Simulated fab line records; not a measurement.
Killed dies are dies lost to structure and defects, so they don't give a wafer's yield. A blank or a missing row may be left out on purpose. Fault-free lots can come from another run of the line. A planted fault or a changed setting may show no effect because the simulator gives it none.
Which of the tools did it?    flow n5-finfet    Sampling: 7 lots, 21 wafers, 8 of 1938 route steps

WHAT THE GAUGES SHOWED, per wafer
N5_BEOL_M12_OVL_MEAS_11.
lot   measured      on          V11_OVL (nm)
L723  day 11 17:46  overlay-02  3 1 4
L729  day 13 19:17  overlay-01  -5 -4 -3
L737  day 16 02:00  overlay-02  2 -4 3
L735  day 16 09:37  overlay-01  5 -3 -2
L736  day 16 11:12  overlay-02  -3 0 1
L740  day 17 01:04  overlay-02  7 0 -1
L743  day 17 07:26  overlay-01  -10 -2 -6

N5_BEOL_M12_OCD_MEAS_35.
lot   measured      on      trench-depth-nm (nm)
L723  day 11 19:39  ocd-02  313 308 321
L729  day 13 20:47  ocd-01  282 285 322
L737  day 16 03:37  ocd-02  317 320 317
L735  day 16 11:11  ocd-02  323 316 323
L736  day 16 12:44  ocd-01  314 320 316
L740  day 17 02:43  ocd-01  321 319 321
L743  day 17 08:58  ocd-02  316 326 315

N5_BEOL_M12_THK_MEAS_50: measures by xrf.
lot   measured      on             M12_THK (nm)
L723  day 11 23:55  film-metro-01  306 301 314
L729  day 13 23:35  film-metro-01  275 278 314
L737  day 16 05:31  film-metro-02  314 316 313
L735  day 16 12:57  film-metro-01  319 311 319
L736  day 16 17:15  film-metro-02  310 315 312
L740  day 17 06:20  film-metro-02  320 316 319
L743  day 17 11:44  film-metro-02  319 327 317

N5_BEOL_M12_RS_MEAS_54: a four-point-probe measurement.
lot   measured      on             M12_RS (ohm/sq)
L723  day 12 00:02  film-metro-01  0.0612 0.0619 0.0593
L729  day 13 23:43  film-metro-01  0.0683 0.0676 0.0596
L737  day 16 05:40  film-metro-01  0.0603 0.0601 0.0605
L735  day 16 13:07  film-metro-02  0.0593 0.0605 0.0591
L736  day 16 17:24  film-metro-02  0.0610 0.0597 0.0606
L740  day 17 06:28  film-metro-01  0.0595 0.0603 0.0597
L743  day 17 11:52  film-metro-02  0.0610 0.0589 0.0610

N5_BEOL_M15_RC_MEAS_101.
lot   measured      on         COMB_M10 (S/m)           COMB_M11 (S/m)           COMB_M13 (S/m)           COMB_M14 (S/m)           COMB_M15 (S/m)           COMB_M5 (S/m)            COMB_M6 (S/m)            COMB_M7 (S/m)            COMB_M8 (S/m)            COMB_M9 (S/m)               SERP_M10 (ohm/um)  SERP_M11 (ohm/um)  SERP_M12 (ohm/um)  SERP_M12_max_site (ohm/um)  SERP_M13 (ohm/um)  SERP_M14 (ohm/um)  SERP_M5 (ohm/um)  SERP_M5_max_site (ohm/um)  SERP_M6 (ohm/um)  SERP_M7 (ohm/um)  SERP_M8 (ohm/um)  SERP_M8_max_site (ohm/um)  SERP_M9 (ohm/um)
L723  day 12 17:34  prober-01  1.1e-11 1.8e-11 1.9e-11  1.6e-11 1.3e-11 1.1e-11  6.9e-12 7.7e-12 5.5e-12  4.3e-12 3.5e-12 5.7e-12  3.4e-12 3.2e-12 4.2e-12  3.9e-11 3.9e-11 2.8e-11  2.6e-11 2.6e-11 2e-11    2.2e-11 3.1e-11 2.7e-11  3e-11 2.2e-11 2.4e-11    1.19e-11 1.43e-11 1.68e-11  3.11 2.99 3.12     3.24 3.09 3.15     0.655 0.652 0.613  0.668 0.661 0.622           0.305 0.305 0.298  0.159 0.160 0.165  38.2 39.1 39.6    40.3 39.7 41.0             13.6 13.4 14.2    13.9 13.7 14.5    13.7 14.2 13.5    14.8 14.7 13.8             2.89 3.06 2.96
L729  day 14 18:37  prober-01  1.6e-11 1.1e-11 1.1e-11  1.3e-11 1.5e-11 1.5e-11  7.2e-12 7.4e-12 5.6e-12  4.9e-12 4.5e-12 5.2e-12  2.6e-12 3.4e-12 4.2e-12  4.8e-11 3.1e-11 3.7e-11  3.5e-11 3.2e-11 3e-11    2.3e-11 3.1e-11 3.4e-11  3.8e-11 2e-11 2.5e-11    1.33e-11 1.72e-11 1.33e-11  3.09 3.15 3.09     2.95 3.11 3.04     0.737 0.711 0.626  0.753 0.731 0.641           0.315 0.307 0.300  0.165 0.159 0.162  41.0 39.4 40.8    42.1 41.2 41.7             14.1 13.4 13.8    13.1 13.4 12.8    14.8 13.8 14.2    15.3 14.3 14.5             2.90 3.09 3.22
L737  day 17 02:18  prober-02  1.6e-11 1.1e-11 1.4e-11  1.2e-11 1.5e-11 1.8e-11  4.2e-12 3.6e-12 4.9e-12  2.3e-12 2.6e-12 3.2e-12  2.5e-12 1.7e-12 2.1e-12  3.8e-11 3.9e-11 5e-11    2.6e-11 2.8e-11 2.9e-11  2.4e-11 2e-11 1.9e-11    2e-11 2e-11 2.5e-11      1.68e-11 1.25e-11 1.41e-11  2.92 2.96 3.17     3.19 3.24 3.19     0.656 0.648 0.653  0.670 0.665 0.659           0.319 0.318 0.311  0.155 0.155 0.157  39.5 36.1 37.2    40.8 37.9 38.1             13.7 13.2 13.6    13.8 14.2 13.2    12.5 13.9 14.1    13.3 14.0 14.4             3.15 2.96 3.13
L735  day 17 06:17  prober-01  1.7e-11 1.3e-11 1.5e-11  1.1e-11 1.2e-11 1.4e-11  5.9e-12 5.5e-12 4.6e-12  3.6e-12 3e-12 3.7e-12    3.4e-12 2.6e-12 2.8e-12  3.9e-11 3.3e-11 2.5e-11  2.2e-11 3.5e-11 2.6e-11  2.4e-11 2.7e-11 2.1e-11  2.1e-11 2.4e-11 2.6e-11  1.22e-11 1.35e-11 1.13e-11  3.04 3.05 3.05     3.05 3.02 3.04     0.638 0.638 0.622  0.650 0.658 0.628           0.305 0.311 0.302  0.161 0.160 0.159  40.6 35.8 39.4    42.8 36.7 40.9             13.8 13.9 14.2    14.0 13.7 13.4    13.1 13.4 13.6    13.8 14.2 14.5             3.02 2.95 2.94
L736  day 17 13:11  prober-02  1.8e-11 1.4e-11 1.6e-11  1.8e-11 1.1e-11 1.7e-11  3.8e-12 4.8e-12 4.3e-12  3.1e-12 2.9e-12 2e-12    2.4e-12 1.5e-12 1.7e-12  3.6e-11 3.3e-11 4.8e-11  2.5e-11 2.7e-11 2.6e-11  2.1e-11 3e-11 2.1e-11    2.4e-11 3e-11 2.8e-11    1.22e-11 1.29e-11 1.33e-11  3.06 3.04 3.12     3.19 3.07 3.04     0.628 0.618 0.635  0.645 0.632 0.648           0.305 0.310 0.314  0.160 0.154 0.161  38.0 40.3 38.3    39.1 41.4 40.3             13.7 13.9 13.2    14.7 13.7 14.4    14.0 13.9 13.0    14.4 14.1 13.7             3.22 3.13 3.23
L740  day 18 06:31  prober-01  1.7e-11 1.1e-11 1.1e-11  1.5e-11 1.6e-11 1.2e-11  5.4e-12 5e-12 5.6e-12    4.4e-12 4.4e-12 4.7e-12  3.5e-12 2.2e-12 2.7e-12  2.8e-11 2.7e-11 3.9e-11  2e-11 1.6e-11 1.9e-11    2.7e-11 2.1e-11 2.5e-11  2.3e-11 3e-11 2.7e-11    1.92e-11 1.68e-11 1.79e-11  3.07 3.07 3.01     3.00 3.03 3.06     0.628 0.640 0.623  0.632 0.657 0.631           0.291 0.302 0.303  0.157 0.163 0.162  38.5 43.0 39.3    40.4 44.0 41.3             13.2 12.9 13.1    13.6 13.5 13.4    13.8 13.6 13.8    13.9 14.2 14.6             3.03 3.07 2.97
L743  day 18 03:29  prober-01  2.1e-11 1.8e-11 1.9e-11  1.7e-11 1.8e-11 1.9e-11  6.7e-12 6.5e-12 6.9e-12  4.3e-12 5e-12 3.7e-12    4.4e-12 3.6e-12 4.1e-12  3.8e-11 3.1e-11 2.6e-11  3.1e-11 3.1e-11 3e-11    3.3e-11 2.4e-11 1.8e-11  3.1e-11 2.5e-11 3.7e-11  1.64e-11 1.29e-11 2.42e-11  3.13 3.04 3.10     3.12 3.07 3.07     0.649 0.623 0.636  0.661 0.640 0.645           0.314 0.304 0.312  0.160 0.160 0.158  38.6 36.9 34.6    40.9 38.4 36.5             14.4 13.6 13.6    13.9 13.3 13.2    12.6 13.1 12.7    13.1 13.9 13.4             2.99 3.06 3.03

TOOL THAT RAN EACH LOT (tool first, then ch and the chambers of the sampled wafers, then the start)
lot   N5_BEOL_M12_TRENCH_ETCH_34          N5_BEOL_M12_STRIP_37                  N5_BEOL_M12_PRE_CLEAN_42
L723  rie-diel-06 ch 0,1,2, day 11 19:30  plasma-asher-01 ch 0,1, day 11 19:41  pvd-sputter-02, day 11 22:07
L729  rie-diel-06 ch 0,2, day 13 20:37    plasma-asher-02 ch 0,1, day 13 20:49  pvd-sputter-02, day 13 22:32
L737  rie-diel-06 ch 2,3, day 16 03:28    plasma-asher-01 ch 0,1, day 16 03:40  pvd-sputter-01, day 16 04:28
L735  rie-diel-06 ch 0,1, day 16 11:02    plasma-asher-02 ch 0,1, day 16 11:14  pvd-sputter-01, day 16 11:53
L736  rie-diel-06 ch 1,3, day 16 12:35    plasma-asher-01 ch 0,1, day 16 12:47  pvd-sputter-01, day 16 15:43
L740  rie-diel-06 ch 0,3, day 17 02:34    plasma-asher-01 ch 0,1, day 17 02:54  pvd-sputter-03, day 17 05:17
L743  rie-diel-01 ch 1,2, day 17 08:49    plasma-asher-02 ch 0,1, day 17 09:00  pvd-sputter-01, day 17 10:41
- N5_BEOL_M12_TRENCH_ETCH_34: etches SiOC in C4F8/O2/Ar, target depth 318.95 nm, time 125.5 s.
- N5_BEOL_M12_STRIP_37: strips in N2/H2.
- N5_BEOL_M12_PRE_CLEAN_42: time 30 s.

WHAT THE TOOLS THEMSELVES READ (means of the sampled wafers that have a number; where no wafer has one, the mark that the record gives instead)
N5_BEOL_M12_TRENCH_ETCH_34.
lot   tool         drypump-motor-current-A (A)  oes-product-au (a.u.)  rf-vpp-V (V)  showerhead-plenum-p-Torr (Torr)  throttle-valve-pct (%)
L723  rie-diel-06  5.5                          0.86                   667.3         3.45                             23.82
L729  rie-diel-06  5.5                          0.88                   667.8         3.46                             23.66
L737  rie-diel-06  5.4                          0.86                   668.4         3.52                             23.83
L735  rie-diel-06  5.3                          0.81                   665.9         3.42                             23.76
L736  rie-diel-06  5.4                          0.80                   667.8         3.48                             24.21
L740  rie-diel-06  5.0                          0.86                   669.2         3.56                             23.78
L743  rie-diel-01  5.7                          0.81                   668.7         3.51                             23.92

N5_BEOL_M12_STRIP_37.
lot   tool             drypump-motor-current-A (A)  h2-flow-sccm (sccm)  heater-power-w (W)  oes-product-au (a.u.)
L723  plasma-asher-01  5.9                          3268                 342                 0.791
L729  plasma-asher-02  5.4                          3258                 348                 0.791
L737  plasma-asher-01  6.2                          3262                 350                 0.794
L735  plasma-asher-02  5.5                          3249                 346                 0.789
L736  plasma-asher-01  6.2                          3253                 352                 0.792
L740  plasma-asher-01  6.2                          3269                 357                 0.803
L743  plasma-asher-02  5.7                          3253                 340                 0.793

N5_BEOL_M12_PRE_CLEAN_42.
lot   tool            heater-power-w (W)
L723  pvd-sputter-02  365
L729  pvd-sputter-02  339
L737  pvd-sputter-01  315
L735  pvd-sputter-01  310
L736  pvd-sputter-01  334
L740  pvd-sputter-03  343
L743  pvd-sputter-01  321

THE ANSWER, worked out from the rows above alone
Rule: usual is defined by the lots themselves. The widest of any qualifying gaps counts: lots, ordered by their means at a reading, are off when they make up no more than a third of the lots, leave a main group of 4 or more, and stand apart from it by 3 or more times the standard deviation of that group's means. If all means in a main group match to the digits the tables above print for the reading, that group is not used. A lot without any number at a reading at which 4 lots or more have one is off too. All remaining lots with rows at the step are treated as sound. After the gauges, taken in route order, come the tools' own readings; for these a lot's mean is taken, as printed above. The first step at which some lot is off is used, and at that step the reading that is off furthest; a lot without a number counts as furthest.
Off: L729, at N5_BEOL_M12_OCD_MEAS_35 (trench-depth-nm). Mean 318 nm and standard deviation 2.3 in the main group.
If a tool, at a process step before that reading, ran all the lots that are off and no sound lot after the first of them, it fits. The gauges at N5_BEOL_M12_OCD_MEAS_35 aren't tried: what is off there is off at N5_BEOL_M12_THK_MEAS_50 too, on other tools, and a gauge's error can't cause that. Not one of the candidates tried fits.

WHAT WAS PUT IN BY THE SIMULATOR
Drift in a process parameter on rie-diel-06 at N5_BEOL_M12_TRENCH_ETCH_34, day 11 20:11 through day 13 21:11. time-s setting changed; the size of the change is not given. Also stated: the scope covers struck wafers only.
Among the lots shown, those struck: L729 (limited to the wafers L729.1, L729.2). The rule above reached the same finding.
